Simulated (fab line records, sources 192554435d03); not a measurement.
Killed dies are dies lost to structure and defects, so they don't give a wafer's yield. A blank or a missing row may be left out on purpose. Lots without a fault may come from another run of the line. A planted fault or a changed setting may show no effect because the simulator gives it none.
fab line records | flow n5_finfet
record lots=6 wafers=18 last_day=18
route steps=1938 shown FIN_SAQP@96 BEOL_M4@1111
lots that met no fault: from a run of the same line without faults
start_h: hours from the record's first day to the start of the lot's first wafer shown | wait_h: hours since the lot's step before | " the same as in the row above | L1.1+2: a row that stands for several wafers | - no value, or no start given | * or withheld: withheld | < > ~ a bound
route shown NAME@n: a module of which the file shows steps, and the number in the route of the first | usual: mean/standard deviation of fault-free wafers | same: alike in all rows | chamber/n: place in a boat | sites: the reading at each site | _std_site: their standard deviation | _edge_site: outer sites' mean less inner sites' | radius_mm: how far each site lies from the wafer's centre | mask NAME#n: copy n | behind: the tool/chamber that last shaped the wafer | hold: why the lot was held/for how many hours/how that ended | device: the transistor (n, p or np) that didn't switch | end of line: the same wafers' tests at the end of the route | a step without rows: its recipe alone | killed: dies lost to structure and defects at the first sort, not the wafer's yield | map: a wafer's dies, x killed, . not, _ none there
set.NAME: the setting as run; set.NAME@STEP: as run at that earlier step | model.NAME: the simulator's own value behind a step, which no gauge read
lots at some steps of the route; a table a step, a row a wafer
services: from which hour (start_h, from the record's first day; less than 0 if before it) a tool's chamber was out of use, for how many hours, and why
## steps
# step N5_FIN_SAQP_HM_DEP_03
# recipe material=SiNx target_thk_a=380 temp_c=400 precursor=SiH4/NH3/N2 pressure_torr=1.5 rf_w=300 time_s=33.6
# usual heater_power_w=788/110 showerhead_plenum_p_Torr=5.11/0.068 throttle_valve_pct=39.5/1.6
# columns lot.wafer tool chamber start_h wait_h heater_power_w showerhead_plenum_p_Torr throttle_valve_pct
L108.2 pecvd-03 1 21.82 0.2 800 5.17 40.0
L108.4 " 2 " " 937 5.23 35.9
L108.5 " 1 " " 791 5.16 40.1
L112.3 pecvd-01 1 45.57 0.1 624 5.04 39.5
L112.4 " 0 " " 759 5.12 40.9
L112.5 " 1 " " 645 5.04 39.8
L125.1 pecvd-04 0 124.69 0.6 976 5.12 40.3
L125.2 " 2 " " 940 4.98 40.5
L125.3 " 1 " " 786 5.07 37.9
L126.3 pecvd-01 2 129.08 0.1 804 5.20 38.1
L126.5 " 0 " " 807 5.10 41.2
L126.6 " 1 " " 710 5.03 39.6
L128.2 pecvd-04 1 143.16 0.2 696 5.06 38.0
L128.4 " 2 " " 822 5.01 40.3
L128.5 " 1 " " 692 5.09 38.0
L129.1 pecvd-03 0 147.60 0.2 597 5.09 42.4
L129.3 " 2 " " 818 5.22 36.3
L129.6 " 2 " " 826 5.24 36.4
# step N5_FIN_SAQP_THK_MEAS_05
# usual thk_nm=38.1/0.57
# columns lot.wafer tool chamber start_h wait_h thk_nm
L108.2 film_metro-01 - 21.90 0.1 38.4
L108.4 " - " " 39.1
L108.5 " - " " 38.8
L112.3 film_metro-02 - 45.66 0.1 37.7
L112.4 " - " " 38.8
L112.5 " - " " 39.1
L125.1 film_metro-02 - 124.78 0.1 36.7
L125.2 " - " " 37.8
L125.3 " - " " 36.8
L126.3 film_metro-01 - 129.17 0.1 37.4
L126.5 " - " " 38.6
L126.6 " - " " 37.7
L128.2 film_metro-02 - 143.25 0.1 37.2
L128.4 " - " " 37.6
L128.5 " - " " 37.5
L129.1 film_metro-01 - 147.68 0.1 37.9
L129.3 " - " " 37.9
L129.6 " - " " 38.8
# step N5_FIN_SAQP_PECVD_47
# recipe material=a-Si target_thk_a=450 temp_c=400 precursor=SiH4/He pressure_torr=3 rf_w=100 time_s=36.3
# usual heater_power_w=856/120 showerhead_plenum_p_Torr=5.65/0.051 throttle_valve_pct=18.0/0.79
# columns lot.wafer tool chamber start_h wait_h heater_power_w showerhead_plenum_p_Torr throttle_valve_pct
L108.2 pecvd-04 1 21.94 0.0 885 5.63 17.3
L108.4 " 1 " " 904 5.62 17.2
L108.5 " 2 " " 1052 5.57 18.0
L112.3 pecvd-03 0 45.70 0.0 703 5.63 19.3
L112.4 " 1 " " 876 5.67 18.3
L112.5 " 0 " " 700 5.64 19.2
L125.1 pecvd-01 0 124.81 0.0 897 5.66 18.8
L125.2 " 1 " " 681 5.61 18.1
L125.3 " 2 " " 983 5.70 17.4
L126.3 pecvd-01 2 129.21 0.0 964 5.69 17.0
L126.5 " 2 " " 960 5.70 17.2
L126.6 " 0 " " 856 5.65 18.6
L128.2 pecvd-03 0 143.28 0.0 699 5.63 19.4
L128.4 " 2 " " 950 5.73 16.7
L128.5 " 0 " " 716 5.65 19.3
L129.1 pecvd-01 0 147.72 0.0 844 5.64 18.6
L129.3 " 2 " " 827 5.72 17.5
L129.6 " 1 " " 751 5.60 17.9
# step N5_FIN_SAQP_PECVD_48
# recipe material=SiNx target_thk_a=250 temp_c=400 precursor=SiH4/NH3/N2 pressure_torr=1.5 rf_w=300 time_s=22.1
# usual heater_power_w=785/120 showerhead_plenum_p_Torr=5.12/0.069 throttle_valve_pct=39.5/1.8
# columns lot.wafer tool chamber start_h wait_h heater_power_w showerhead_plenum_p_Torr throttle_valve_pct
L108.2 pecvd-04 1 21.98 0.0 786 5.07 37.5
L108.4 " 1 " " 779 5.08 37.4
L108.5 " 2 " " 972 5.00 39.8
L112.3 pecvd-03 0 45.74 0.0 545 5.10 42.2
L112.4 " 1 " " 794 5.16 39.8
L112.5 " 0 " " 560 5.09 42.0
L125.1 pecvd-01 0 124.85 0.0 771 5.11 41.0
L125.2 " 1 " " 653 5.04 40.0
L125.3 " 2 " " 884 5.20 37.9
L126.3 pecvd-01 2 129.25 0.0 854 5.18 38.0
L126.5 " 2 " " 856 5.21 37.6
L126.6 " 0 " " 734 5.10 41.5
L128.2 pecvd-03 0 143.32 0.0 522 5.09 42.2
L128.4 " 2 " " 942 5.23 36.2
L128.5 " 0 " " 525 5.08 42.5
L129.1 pecvd-01 0 147.76 0.0 739 5.10 40.9
L129.3 " 2 " " 878 5.19 38.2
L129.6 " 1 " " 719 5.04 39.4
# step N5_FIN_SAQP_PECVD_06
# recipe material=a-Si target_thk_a=600 temp_c=400 precursor=SiH4/He pressure_torr=3 rf_w=100 time_s=48.1
# usual heater_power_w=849/120 showerhead_plenum_p_Torr=5.65/0.051 throttle_valve_pct=18.0/0.8
# columns lot.wafer tool chamber start_h wait_h heater_power_w showerhead_plenum_p_Torr throttle_valve_pct
L108.2 pecvd-04 1 22.02 0.0 756 5.63 17.2
L108.4 " 1 " " 782 5.61 17.3
L108.5 " 2 " " 973 5.56 18.2
L112.3 pecvd-03 0 45.78 0.0 621 5.64 19.3
L112.4 " 1 " " 861 5.69 18.0
L112.5 " 0 " " 643 5.63 19.4
L125.1 pecvd-01 0 124.89 0.0 740 5.64 19.1
L125.2 " 1 " " 715 5.59 18.2
L125.3 " 2 " " 977 5.72 17.4
L126.3 pecvd-01 2 129.29 0.0 998 5.69 17.3
L126.5 " 2 " " 929 5.70 17.2
L126.6 " 0 " " 859 5.64 18.7
L128.2 pecvd-03 0 143.36 0.0 591 5.63 19.3
L128.4 " 2 " " 899 5.72 16.5
L128.5 " 0 " " 587 5.63 19.3
L129.1 pecvd-01 0 147.80 0.0 816 5.63 18.7
L129.3 " 2 " " 925 5.70 17.5
L129.6 " 1 " " 685 5.59 18.1
# step N5_FIN_SAQP_THK_MEAS_07
# usual thk_nm=59.9/0.75
# columns lot.wafer tool chamber start_h wait_h thk_nm
L108.2 film_metro-01 - 22.13 0.1 58.9
L108.4 " - " " 60.0
L108.5 " - " " 59.3
L112.3 film_metro-01 - 45.87 0.1 59.1
L112.4 " - " " 60.2
L112.5 " - " " 60.0
L125.1 film_metro-02 - 124.98 0.1 60.3
L125.2 " - " " 60.4
L125.3 " - " " 60.1
L126.3 film_metro-02 - 129.38 0.1 59.9
L126.5 " - " " 61.1
L126.6 " - " " 61.2
L128.2 film_metro-01 - 143.45 0.1 59.1
L128.4 " - " " 60.6
L128.5 " - " " 59.7
L129.1 film_metro-01 - 147.89 0.1 59.8
L129.3 " - " " 59.9
L129.6 " - " " 60.1
# step N5_FIN_SAQP_HM_DEP_72
# recipe material=SiO2 target_thk_a=120 temp_c=400 precursor=SiH4/N2O pressure_torr=0.75 rf_w=275 time_s=7.2
# usual heater_power_w=824/120 showerhead_plenum_p_Torr=8.08/0.14
# columns lot.wafer tool chamber start_h wait_h heater_power_w showerhead_plenum_p_Torr
L108.2 pecvd-01 2 22.16 0.0 823 8.26
L108.4 " 0 " " 804 8.07
L108.5 " 1 " " 700 7.93
L112.3 pecvd-04 1 45.91 0.0 844 8.00
L112.4 " 0 " " 1045 8.10
L112.5 " 1 " " 840 8.01
L125.1 pecvd-04 1 125.02 0.0 855 8.00
L125.2 " 2 " " 934 7.87
L125.3 " 0 " " 1003 8.08
L126.3 pecvd-04 0 129.41 0.0 859 8.11
L126.5 " 1 " " 788 8.01
L126.6 " 0 " " 880 8.11
L128.2 pecvd-01 1 143.49 0.0 708 7.93
L128.4 " 0 " " 770 8.08
L128.5 " 2 " " 853 8.27
L129.1 pecvd-04 2 147.93 0.0 928 7.88
L129.3 " 0 " " 936 8.10
L129.6 " 2 " " 976 7.86
# step N5_FIN_SAQP_COAT_49
# recipe resist=SOC temp_c=250 time_s=60 spin_rpm=1500 resist_thk_nm=100
# step N5_FIN_SAQP_COAT_50
# recipe resist=SiARC temp_c=220 time_s=60 spin_rpm=1500 resist_thk_nm=35
# step N5_FIN_SAQP_COAT_10
# recipe resist=CAR-ArF spin_rpm=1500 resist_thk_nm=90
# step N5_FIN_SAQP_EBR_12
# recipe solvent=PGMEA ebr_width_mm=1.5
# step N5_FIN_SAQP_SOFTBAKE_11
# recipe temp_c=110 time_s=60 resist=CAR-ArF
# step N5_FIN_SAQP_EXPOSE_13
# recipe mask_id=FIN_CORE na=1.35 source_shape=dipole sigma_inner=0.538 sigma_outer=0.738 polarization=te target_cd_nm=35.6 dose_mj=63.25
# usual focus_offset_nm=0.0/0.53
# columns lot.wafer tool chamber start_h wait_h mask focus_offset_nm model.FIN_SAQP.overlay_x_nm
L108.2 arfi_scanner-02 0 22.49 - FIN_CORE#0 -0.3 0.5853
L108.4 " 0 " " FIN_CORE#0 0.3 0.5853
L108.5 " 0 " " FIN_CORE#0 0.3 0.5853
L112.3 arfi_scanner-03 0 46.24 - FIN_CORE#0 -0.1 0.5521
L112.4 " 0 " " FIN_CORE#0 -0.3 0.5521
L112.5 " 0 " " FIN_CORE#0 -0.1 0.5521
L125.1 arfi_scanner-03 0 125.34 - FIN_CORE#0 0.2 18.25
L125.2 " 0 " " FIN_CORE#0 -0.2 18.25
L125.3 " 0 " " FIN_CORE#0 -0.4 18.25
L126.3 arfi_scanner-03 0 129.62 - FIN_CORE#0 0.2 18.15
L126.5 " 0 " " FIN_CORE#0 0.6 18.15
L126.6 " 0 " " FIN_CORE#0 0.3 18.15
L128.2 arfi_scanner-02 0 143.69 - FIN_CORE#0 -0.2 0.3169
L128.4 " 0 " " FIN_CORE#0 -0.3 0.3169
L128.5 " 0 " " FIN_CORE#0 -0.5 0.3169
L129.1 arfi_scanner-02 0 148.12 - FIN_CORE#0 -0.9 -0.02479
L129.3 " 0 " " FIN_CORE#0 0.0 -0.02479
L129.6 " 0 " " FIN_CORE#0 0.3 -0.02479
# step N5_FIN_SAQP_PEB_14
# recipe peb_temp_c=withheld peb_time_s=60 resist=CAR-ArF
# step N5_FIN_SAQP_DEVELOP_15
# recipe develop_time_s=30 developer=TMAH resist=CAR-ArF dev_temp_c=23 rinse_liquid=diw dry=air_spin
# step N5_FIN_SAQP_CD_MEAS_16
# recipe target_cd_nm=35.6 landing_energy_ev=500 detector=se_inlens
# usual cd_nm=35.5/0.34
# columns lot.wafer tool chamber start_h wait_h cd_nm
L108.2 cd_sem-03 0 22.61 - 35.2
L108.4 " 0 " " 35.5
L108.5 " 0 " " 35.7
L112.3 cd_sem-02 0 46.36 - 35.5
L112.4 " 0 " " 35.6
L112.5 " 0 " " 35.3
L125.1 cd_sem-01 0 125.47 - 35.9
L125.2 " 0 " " 35.1
L125.3 " 0 " " 35.3
L126.3 cd_sem-02 0 129.74 - 35.7
L126.5 " 0 " " 35.5
L126.6 " 0 " " 35.9
L128.2 cd_sem-02 0 143.81 - 35.4
L128.4 " 0 " " 35.2
L128.5 " 0 " " 35.2
L129.1 cd_sem-02 0 148.25 - 35.4
L129.3 " 0 " " 35.6
L129.6 " 0 " " 35.5
# step N5_FIN_SAQP_OVL_MEAS_17
# recipe points_per_wafer=44
# usual FIN_CORE_OVL=0.2/0.74
# columns lot.wafer tool chamber start_h wait_h FIN_CORE_OVL[nm]
L108.2 overlay-01 0 22.65 0.0 0.7
L108.4 " 0 " " 1.0
L108.5 " 0 " " 0.7
L112.3 overlay-02 0 46.39 0.0 0.4
L112.4 " 0 " " -0.7
L112.5 " 0 " " 0.1
L125.1 overlay-01 0 125.51 0.0 19.6
L125.2 " 0 " " 18.4
L125.3 " 0 " " 17.8
L126.3 overlay-01 0 129.78 0.0 17.9
L126.5 " 0 " " 18.3
L126.6 " 0 " " 17.7
L128.2 overlay-02 0 143.85 0.0 1.3
L128.4 " 0 " " 1.0
L128.5 " 0 " " 0.5
L129.1 overlay-01 0 148.29 0.0 -0.4
L129.3 " 0 " " -0.1
L129.6 " 0 " " 0.7
# step N5_FIN_SAQP_INSPECT_18
# recipe mode=adi inspect_instrument=brightfield
# usual raw_defect_count=445/140
# columns lot.wafer tool chamber start_h wait_h raw_defect_count
L108.2 defect_inspect-02 - 22.67 0.0 295
L108.4 " - " " 377
L108.5 " - " " 504
L112.3 defect_inspect-02 - 46.42 0.0 594
L112.4 " - " " 831
L112.5 " - " " 967
L125.1 defect_inspect-02 - 125.53 0.0 657
L125.2 " - " " 594
L125.3 " - " " 500
L126.3 defect_inspect-02 - 129.80 0.0 476
L126.5 " - " " 384
L126.6 " - " " 381
L128.2 defect_inspect-02 - 143.88 0.0 567
L128.4 " - " " 301
L128.5 " - " " 665
L129.1 defect_inspect-01 - 148.31 0.0 444
L129.3 " - " " 510
L129.6 " - " " 359
# step N5_BEOL_M4_RC_MEAS_101
# usual DIBL_N=35.9/1.4 DIBL_P=35.9/1.7 IOFF_N=0.160/0.026 IOFF_P=0.21/0.036 ION_N=672/11 ION_P=461/8.1 SS_N=71.4/0.54 SS_P=73.2/0.67 VT_N=249.3/2.7 VT_P=-250/3.9
# columns lot.wafer tool chamber start_h wait_h DIBL_N[mV/V] DIBL_P[mV/V] IOFF_N[nA/um] IOFF_P[nA/um] ION_N[uA/um] ION_P[uA/um] SS_N[mV/dec] SS_P[mV/dec] VT_N[mV] VT_P[mV]
L108.2 prober-01 0 161.78 0.2 36.8 37.7 0.200 0.31 685 476 72.0 74.3 247.4 -240
L108.4 " 0 " " 35.4 35.9 0.170 0.26 678 475 71.1 73.8 245.1 -245
L108.5 " 0 " " 36.1 36.6 0.182 0.28 680 474 71.8 73.4 247.2 -244
L112.3 prober-02 0 204.73 0.3 33.6 33.4 0.128 0.16 660 457 71.2 71.9 251.0 -257
L112.4 " 0 " " 37.0 38.6 0.193 0.24 695 470 71.4 74.5 245.2 -250
L112.5 " 0 " " 32.3 32.6 0.111 0.14 654 447 70.7 72.3 252.4 -256
L125.1 prober-02 0 260.94 0.0 35.9 34.7 0.152 0.22 664 459 71.1 73.4 249.3 -249
L125.2 " 0 " " 37.0 36.9 0.172 0.27 663 461 71.4 73.1 246.3 -247
L125.3 " 0 " " 35.3 35.3 0.155 0.24 676 473 70.9 72.8 247.6 -245
L126.3 prober-01 0 276.71 0.3 33.5 34.0 0.117 0.17 658 454 71.0 71.9 252.2 -251
L126.5 " 0 " " 36.8 36.8 0.183 0.21 661 453 72.2 72.8 247.1 -247
L126.6 " 0 " " 35.8 35.9 0.159 0.20 665 457 71.8 72.4 249.5 -250
L129.1 prober-02 0 291.59 0.0 37.4 37.5 0.186 0.24 686 467 71.7 73.2 244.6 -249
L129.3 " 0 " " 36.3 35.5 0.146 0.21 669 461 71.2 72.5 250.1 -248
L129.6 " 0 " " 37.3 36.0 0.164 0.21 661 456 71.2 73.2 250.7 -252
L128.2 prober-02 0 309.51 0.2 36.5 34.8 0.142 0.16 669 456 71.0 73.1 250.3 -257
L128.4 " 0 " " 36.6 35.4 0.139 0.16 658 447 71.4 73.3 253.1 -257
L128.5 " 0 " " 35.4 33.4 0.124 0.14 665 448 70.8 72.6 252.1 -257
## services
# columns tool chamber start_h hours kind
arfi_scanner-02 - -0.88 1.3 pm
arfi_scanner-03 - 8.64 28.4 repair
pecvd-01 1 15.16 2.1 scheduled_down
pecvd-03 2 51.19 5.5 scheduled_down
arfi_scanner-03 - 62.25 0.8 pm
pecvd-03 - 67.11 1.6 repair
arfi_scanner-02 - 83.82 1.3 repair
arfi_scanner-02 - 95.76 1.0 pm
arfi_scanner-03 - 96.76 1.0 pm
pecvd-03 - 97.71 5.5 pm
arfi_scanner-03 - 99.51 9.5 repair
arfi_scanner-02 - 101.78 0.6 repair
arfi_scanner-03 - 109.04 1.0 pm
pecvd-04 1 112.47 2.1 scheduled_down
arfi_scanner-03 0 116.89 - calibration
arfi_scanner-02 - 122.21 1.0 pm
arfi_scanner-02 - 124.08 1.3 pm
arfi_scanner-02 - 129.55 0.8 pm
arfi_scanner-02 0 130.46 - calibration
pecvd-03 2 138.28 2.1 scheduled_down
## key
first_sign step=N5_FIN_SAQP_OVL_MEAS_17 reading=FIN_CORE_OVL direction=up sigmas=25 usual=0.2 struck=18.3
effect none on later readings
model_effect step=N5_FIN_SAQP_EXPOSE_13 value=FIN_SAQP.overlay_x_nm without=0.4622 struck=18.2
met_at N5_FIN_SAQP_EXPOSE_13
struck_wafers L125.1,L125.2,L125.3,L126.3,L126.5,L126.6
onset_between 46.24 125.34
fault kind=scanner_matching_overlay tool=arfi_scanner-03 chamber=- onset_h=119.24 steps=N5_FIN_SAQP_EXPOSE_13 offset=17.737
